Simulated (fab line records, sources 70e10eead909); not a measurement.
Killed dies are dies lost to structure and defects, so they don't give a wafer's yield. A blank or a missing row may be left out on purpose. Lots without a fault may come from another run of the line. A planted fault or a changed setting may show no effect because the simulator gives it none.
fab line records | flow nand_harc
record lots=6 wafers=18 last_day=34
route steps=1302 shown P_ZERO_WELL@5 END@1302
lots that met no fault: from a run of the same line without faults
start_h: hours from the record's first day to the start of the lot's first wafer shown | wait_h: hours since the lot's step before | " the same as in the row above | L1.1+2: a row that stands for several wafers | - no value, or no start given | * or withheld: withheld | < > ~ a bound
route shown NAME@n: a module of which the file shows steps, and the number in the route of the first | usual: mean/standard deviation of fault-free wafers | same: alike in all rows | chamber/n: place in a boat | sites: the reading at each site | _std_site: their standard deviation | _edge_site: outer sites' mean less inner sites' | radius_mm: how far each site lies from the wafer's centre | mask NAME#n: copy n | behind: the tool/chamber that last shaped the wafer | hold: why the lot was held/for how many hours/how that ended | device: the transistor (n, p or np) that didn't switch | end of line: the same wafers' tests at the end of the route | a step without rows: its recipe alone | killed: dies lost to structure and defects at the first sort, not the wafer's yield | map: a wafer's dies, x killed, . not, _ none there
set.NAME: the setting as run; set.NAME@STEP: as run at that earlier step | model.NAME: the simulator's own value behind a step, which no gauge read
lots at some steps of the route; a table a step, a row a wafer
services: from which hour (start_h, from the record's first day; less than 0 if before it) a tool's chamber was out of use, for how many hours, and why
## steps
# step NHARC_P_ZERO_WELL_DEHYDRATE_03
# recipe temp_c=150 time_s=120
# step NHARC_P_ZERO_WELL_HMDS_04
# recipe time_s=30
# step NHARC_P_ZERO_WELL_COAT_64
# recipe temp_c=200 time_s=65
# step NHARC_P_ZERO_WELL_COAT_05
# recipe spin_rpm=2000 resist_thk_nm=600
# step NHARC_P_ZERO_WELL_SOFTBAKE_06
# recipe temp_c=125 time_s=70
# step NHARC_P_ZERO_WELL_EBR_07
# step NHARC_P_ZERO_WELL_EXPOSE_08
# recipe na=0.55 target_cd_nm=500 dose_mj=33.8 mask_id=P_ZERO
# step NHARC_P_ZERO_WELL_PEB_09
# recipe peb_temp_c=128 peb_time_s=80
# step NHARC_P_ZERO_WELL_DEVELOP_10
# recipe time_s=50 dev_temp_c=22
# step NHARC_P_ZERO_WELL_CD_MEAS_11
# recipe target_cd_nm=500 landing_energy_ev=500
# usual cd_nm=500.4/2.5
# columns lot.wafer tool chamber start_h wait_h cd_nm
L101.1 cd_sem-01 0 71.23 - 500.4
L101.2 " 0 " " 500.5
L101.4 " 0 " " 499.6
L104.1 cd_sem-02 0 101.37 - 497.3
L104.4 " 0 " " 498.0
L104.6 " 0 " " 497.2
L108.1 cd_sem-01 0 141.24 - 499.8
L108.2 " 0 " " 495.6
L108.4 " 0 " " 499.0
L117.3 cd_sem-03 0 231.12 - 503.8
L117.4 " 0 " " 500.1
L117.6 " 0 " " 500.9
L118.2 cd_sem-02 0 241.11 - 503.2
L118.3 " 0 " " 506.1
L118.5 " 0 " " 496.7
L119.2 cd_sem-01 0 251.23 - 501.7
L119.4 " 0 " " 500.4
L119.6 " 0 " " 498.2
# step NHARC_P_ZERO_WELL_HARDBAKE_12
# recipe temp_c=118 time_s=65
# step NHARC_P_ZERO_WELL_DESCUM_13
# recipe time_s=3 o2_flow_sccm=200 ar_flow_sccm=0 bias_power_w=0 chemistry=O2
# usual drypump_motor_current_A=5.9/0.35 mfc_ar_sccm=0.007/0.012 oes_product_au=1.003/0.013 rf_vpp_V=57.8/0.87 showerhead_plenum_p_Torr=1.91/0.11 throttle_valve_pct=11.311/0.009
# columns lot.wafer tool chamber start_h wait_h drypump_motor_current_A mfc_ar_sccm oes_product_au rf_hours_counter_h rf_vpp_V showerhead_plenum_p_Torr throttle_valve_pct
L101.4 rie_diel-11 0 71.39 - 5.6 0.010 0.985 51 57.9 2.03 11.315
L101.1 " 1 " " 5.4 0.007 0.992 55 56.9 1.78 11.322
L101.2 " 2 " " 6.1 0.000 0.987 54 57.9 1.76 11.303
L104.1 rie_diel-05 2 101.55 - 6.1 0.044 1.007 18 56.9 1.83 11.309
L104.4 " 3 " " 5.9 0 1.024 16 57.6 1.81 11.311
L104.6 " 1 " " 6.1 0 1.013 - 58.3 2.07 11.324
L108.2 rie_diel-05 1 141.40 - 6.1 0 1.010 24 59.0 2.07 11.311
L108.4 " 3 " " 5.9 0 1.010 26 57.5 1.81 11.295
L108.1 " 0 " " 6.7 0 1.017 22 57.6 1.87 11.307
L117.4 rie_diel-10 3 231.28 - 5.9 0 0.998 57 56.6 1.79 11.310
L117.3 " 1 " " 5.2 0 1.005 51 58.2 1.96 11.297
L117.6 " 0 " " 5.7 0 1.001 - 57.6 1.92 11.305
L118.2 rie_diel-11 1 241.27 - 5.5 0.007 0.993 43 56.9 1.77 11.298
L118.3 " 0 " " 5.6 0.010 1.026 40 58.4 2.02 11.308
L118.5 " 2 " " 6.2 0.000 0.998 - 58.6 2.06 11.311
L119.2 rie_diel-05 2 251.40 - 6.1 0.044 1.025 2 58.1 1.82 11.312
L119.4 " 0 " " 6.6 0 0.996 3 57.4 1.86 11.301
L119.6 " 1 " " 6.1 0 1.009 - 59.2 2.06 11.317
# step NHARC_P_ZERO_WELL_ETCH_65
# recipe target_depth_a=800 overetch_a=240 time_s=87.88 ion_energy_ev=200 n2_flow_sccm=150 h2_flow_sccm=150 ar_flow_sccm=0 rf_w=400 bias_w=150 chemistry=N2/H2
# usual drypump_motor_current_A=5.9/0.34 h2_flow_sccm=150.0/0.47 mfc_ar_sccm=0.007/0.012 oes_product_au=1.003/0.012 rf_vpp_V=430/3.3 run_length_s=109.2/0.55 showerhead_plenum_p_Torr=2.03/0.12 throttle_valve_pct=14.170/0.0097
# columns lot.wafer tool chamber start_h wait_h drypump_motor_current_A h2_flow_sccm mfc_ar_sccm oes_product_au rf_hours_counter_h rf_vpp_V run_length_s showerhead_plenum_p_Torr throttle_valve_pct
L101.1 rie_diel-11 2 71.53 0.1 6.2 149.4 0.000 0.987 54 424 108.5 1.87 14.171
L101.4 " 0 " " 5.6 150.2 0.010 0.987 51 434 109.2 2.17 14.170
L101.2 " 1 " " 5.5 150.3 0.007 0.987 55 426 109.1 1.89 14.180
L104.4 rie_diel-05 0 101.66 0.1 6.7 150.4 0 1.006 13 429 80.2 2.00 14.177
L104.1 " 1 " " 6.1 150.3 0 0.992 14 434 109.5 2.21 14.166
L104.6 " 2 " " 6.1 148.5 0.044 1.003 - 429 109.8 1.94 14.149
L108.4 rie_diel-05 1 141.48 0.1 6.1 150.1 0 0.992 24 433 109.0 2.21 14.167
L108.1 " 3 " " 5.9 150.0 0 1.025 26 428 109.5 1.93 14.184
L108.2 " 0 " " 6.6 149.8 0 1.035 22 428 80.1 2.00 14.176
L117.4 rie_diel-10 1 231.37 0.1 5.2 150.0 0 1.005 51 432 109.9 2.10 14.167
L117.3 " 2 " " 5.7 149.5 0.023 1.013 60 432 109.4 2.03 14.166
L117.6 " 1 " " 5.2 150.0 0 1.015 - 432 110.1 2.10 14.171
L118.3 rie_diel-11 2 241.36 0.1 6.1 150.8 0.000 0.991 44 437 108.3 2.20 14.163
L118.2 " 0 " " 5.6 150.0 0.010 1.012 40 434 109.3 2.16 14.156
L118.5 " 1 " " 5.5 149.6 0.007 1.004 - 426 108.6 1.88 14.167
L119.2 rie_diel-05 3 251.47 0.1 5.9 150.5 0 1.005 3 427 109.0 1.92 14.159
L119.4 " 0 " " 6.6 149.6 0 1.004 3 428 110.0 1.99 14.164
L119.6 " 0 " " 6.6 149.1 0 1.006 - 429 109.6 1.99 14.165
# step NHARC_P_ZERO_WELL_ETCH_62
# recipe target_depth_a=130 time_s=6.5 chf3_flow_sccm=50 ar_flow_sccm=200 rf_w=500 bias_w=200 chemistry=CHF3/Ar
# usual drypump_motor_current_A=5.9/0.34 mfc_ar_sccm=200.0/0.56 oes_product_au=0.963/0.02 rf_vpp_V=370.3/2.9 run_length_s=27.5/0.39 showerhead_plenum_p_Torr=2.33/0.12 throttle_valve_pct=20.217/0.0087
# columns lot.wafer tool chamber start_h wait_h drypump_motor_current_A mfc_ar_sccm oes_product_au rf_hours_counter_h rf_vpp_V run_length_s showerhead_plenum_p_Torr throttle_valve_pct
L101.1 rie_diel-11 1 - - 5.4 199.8 0.939 55 367.3 27.4 2.19 20.192
L101.4 " 3 " " 6.1 200.2 0.963 41 371.2 27.8 2.38 20.209
L101.2 " 0 " " 5.6 200.8 0.925 51 374.4 27.5 2.48 20.213
L104.4 rie_diel-05 1 - - 6.1 199.4 0.947 15 375.3 27.8 2.53 20.229
L104.1 " 0 " " 6.6 199.4 0.946 13 370.5 28.2 2.30 20.219
L104.6 " 2 " " 6.1 200.1 0.971 - 367.2 28.7 2.24 20.217
L108.1 rie_diel-05 2 - - 6.1 200.0 0.964 29 367.9 27.8 2.24 20.233
L108.2 " 0 " " 6.6 198.8 0.991 22 371.0 28.0 2.30 20.229
L108.4 " 1 " " 6.1 199.3 0.965 24 373.9 27.4 2.53 20.202
L117.4 rie_diel-10 2 - - 5.7 199.1 0.992 60 371.1 28.3 2.34 20.213
L117.3 " 3 " " 5.9 200.0 0.948 57 368.1 27.0 2.20 20.206
L117.6 " 2 " " 5.7 199.7 0.995 - 370.3 27.4 2.34 20.209
L118.3 rie_diel-11 0 - - 5.6 200.6 0.995 40 373.4 27.4 2.47 20.223
L118.2 " 3 " " 6.1 199.2 0.987 45 371.4 28.1 2.36 20.216
L118.5 " 0 " " 5.6 200.7 1.004 - 374.2 27.5 2.47 20.209
L119.4 rie_diel-05 2 - - 6.1 199.9 0.971 2 367.7 28.0 2.23 20.234
L119.2 " 3 " " 5.9 199.6 0.981 3 366.6 27.5 2.21 20.224
L119.6 " 2 " " 6.1 199.4 0.975 - 366.3 28.2 2.23 20.208
# step NHARC_END_SORT_01
# recipe temp_c=25
# usual killed_at_array=56/17 killed_at_other=0.9/1.2 killed_at_periphery=3.9/2.5 killed_dies=61/17 killed_open=3.2/1.8 killed_short=2.7/1.7
# same gross_dies=677
# columns lot.wafer tool chamber start_h wait_h killed_at_array killed_at_other killed_at_periphery killed_dies killed_open killed_short
L104.1 prober-02 0 645.02 2.5 72 0 3 75 0 0
L104.4 prober-02 0 647.44 3.4 90 1 4 95 7 2
L104.6 prober-02 0 649.05 4.0 82 0 3 85 4 3
L108.1 prober-02 0 685.12 2.5 55 0 3 58 2 0
L108.2 prober-02 0 685.91 2.8 65 1 5 71 7 1
L108.4 prober-02 0 687.51 3.4 46 0 9 55 1 3
L118.2 prober-02 0 801.06 2.8 51 0 3 54 2 1
L118.3 prober-02 0 801.86 3.1 64 0 3 67 1 4
L118.5 prober-02 0 803.46 3.7 72 1 5 78 3 6
L119.2 prober-01 0 817.92 2.8 63 0 7 70 1 5
L119.4 prober-01 0 819.53 3.4 68 1 3 72 3 2
L119.6 prober-01 0 821.13 4.0 76 0 7 83 4 0
# killed by level:class
L104.1 A_SLIT:chamber_film_flake=30 A_CHANNEL_HOLE_D1:chamber_film_flake=29 A_CHANNEL_HOLE_D2:chamber_film_flake=8 A_STAIRCASE:chamber_film_flake=3 P_GATE:chamber_film_flake=2 A_CONTACT:chamber_film_flake=2 P_ZERO_WELL:chamber_film_flake=1
L104.4 A_CHANNEL_HOLE_D1:chamber_film_flake=35 A_SLIT:chamber_film_flake=29 A_CHANNEL_HOLE_D2:chamber_film_flake=8 A_STAIRCASE:chamber_film_flake=4 P_M1:chamber_film_flake=3 A_CHANNEL_FILL_D1:geometric_particle:open=3 A_DECK1_JOINT:chamber_film_flake=3 A_CONTACT:chamber_film_flake=2
L104.6 A_CHANNEL_HOLE_D1:chamber_film_flake=35 A_SLIT:chamber_film_flake=31 A_CHANNEL_HOLE_D2:chamber_film_flake=6 P_GATE:chamber_film_flake=2 A_SOURCE_PLATE:geometric_particle:open=1 A_ONON_D1:geometric_particle:short=1 A_CHANNEL_FILL_D1:geometric_particle:short=1 A_SGD_CUT:geometric_particle:open=1
L108.1 A_CHANNEL_HOLE_D1:chamber_film_flake=30 A_CONTACT:chamber_film_flake=10 A_SGD_CUT:chamber_film_flake=8 A_SLIT:chamber_film_flake=3 P_GATE:chamber_film_flake=2 P_M0:geometric_particle:open=1 A_CHANNEL_FILL_D1:geometric_particle:open=1 A_ZERO_WELL:chamber_film_flake=1
L108.2 A_CHANNEL_HOLE_D1:chamber_film_flake=39 A_SGD_CUT:chamber_film_flake=7 A_SLIT:chamber_film_flake=5 P_GATE:chamber_film_flake=3 A_CONTACT:chamber_film_flake=3 A_CHANNEL_FILL_D2:geometric_particle:open=2 A_ZERO_WELL:chamber_film_flake=2 P_M0:geometric_particle:open=1
L108.4 A_CHANNEL_HOLE_D1:chamber_film_flake=29 A_CONTACT:chamber_film_flake=7 P_GATE:chamber_film_flake=5 A_SGD_CUT:chamber_film_flake=4 A_SGD_CUT:geometric_particle:short=2 P_STI:chamber_film_flake=2 A_SLIT:chamber_film_flake=2 P_M0:geometric_particle:open=1
L118.2 A_CHANNEL_HOLE_D1:chamber_film_flake=14 A_SLIT:chamber_film_flake=13 A_CHANNEL_HOLE_D2:chamber_film_flake=12 A_CHANNEL_FILL_D2:chamber_film_flake=3 P_ZERO_WELL:chamber_film_flake=2 A_DECK1_JOINT:chamber_film_flake=2 A_STAIRCASE:chamber_film_flake=2 P_CONTACT:geometric_particle:open=1
L118.3 A_CHANNEL_HOLE_D2:chamber_film_flake=35 A_SLIT:chamber_film_flake=11 A_CHANNEL_HOLE_D1:chamber_film_flake=5 A_CONTACT:chamber_film_flake=3 A_M0:chamber_film_flake=3 P_M0:geometric_particle:short=1 A_ONON_D1:geometric_particle:short=1 A_ONON_D1:geometric_particle:open=1
L118.5 A_SLIT:chamber_film_flake=25 A_CHANNEL_HOLE_D2:chamber_film_flake=17 A_CHANNEL_HOLE_D1:chamber_film_flake=13 A_CONTACT:chamber_film_flake=4 A_CHANNEL_FILL_D1:geometric_particle:short=2 A_BLC:geometric_particle:open=2 P_ZERO_WELL:chamber_film_flake=2 P_GATE:chamber_film_flake=2
L119.2 A_SLIT:chamber_film_flake=22 A_CHANNEL_HOLE_D2:chamber_film_flake=22 P_CONTACT:chamber_film_flake=4 A_STAIRCASE:chamber_film_flake=4 A_CONTACT:chamber_film_flake=4 A_BLC:chamber_film_flake=3 A_ONON_D2:geometric_particle:short=2 P_ZERO_WELL:chamber_film_flake=2
L119.4 A_SLIT:chamber_film_flake=33 A_CHANNEL_HOLE_D2:chamber_film_flake=14 A_BLC:chamber_film_flake=9 A_CONTACT:chamber_film_flake=5 A_ONON_D2:geometric_particle:short=1 A_WL_FILL:geometric_particle:short=1 A_BLC:geometric_particle:open=1 A_M0:geometric_particle:open=1
L119.6 A_CHANNEL_HOLE_D2:chamber_film_flake=27 A_SLIT:chamber_film_flake=27 A_CONTACT:chamber_film_flake=7 A_STAIRCASE:chamber_film_flake=5 P_CONTACT:chamber_film_flake=4 A_BLC:chamber_film_flake=4 A_DECK1_JOINT:chamber_film_flake=2 P_M0:geometric_particle:open=1
## services
# columns tool chamber start_h hours kind
rie_diel-05 - 53.46 9.0 pm
rie_diel-05 0 53.46 9.0 vent_cycle
rie_diel-05 1 53.46 9.0 vent_cycle
rie_diel-05 2 53.46 9.0 vent_cycle
rie_diel-05 3 53.46 9.0 vent_cycle
rie_diel-10 3 59.28 5.1 repair
rie_diel-05 0 62.46 - clean
rie_diel-05 1 62.46 - clean
rie_diel-05 1 62.46 - consumable_replace:showerhead
rie_diel-05 2 62.46 - clean
rie_diel-05 3 62.46 - clean
rie_diel-10 - 65.67 9.0 pm
rie_diel-11 - 66.41 0.3 repair
rie_diel-11 - 78.55 9.0 pm
rie_diel-05 0 88.92 - clean
rie_diel-05 1 88.92 - clean
rie_diel-10 - 106.04 0.7 repair
rie_diel-10 2 120.65 10.4 repair
rie_diel-11 0 135.50 8.6 repair
rie_diel-10 1 173.21 33.8 repair
rie_diel-11 2 209.85 5.9 repair
rie_diel-11 - 212.84 2.0 repair
rie_diel-05 - 231.41 9.0 pm
rie_diel-10 - 242.80 9.0 pm
## key
first_sign step=NHARC_P_ZERO_WELL_ETCH_65 reading=run_length_s direction=down sigmas=53 usual=* struck=*
effect none on later readings
met_at NHARC_P_ZERO_WELL_ETCH_65
struck_wafers L104.4,L108.2
tester_left_out L104,L108
fault kind=process_parameter_drift tool=rie_diel-05 chamber=0 onset_h=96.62 steps=NHARC_P_ZERO_WELL_ETCH_65 channel=time_s offset=* shape=step end_h=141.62 acts_in=* stated=*
# tester_left_out: of these lots the tester's yield and bins aren't shown, on N5 and GAA mostly nor the transistor test; their killed dies are dies lost to structure and defects alone, not to doping, threshold or leakage, so they don't give the yield
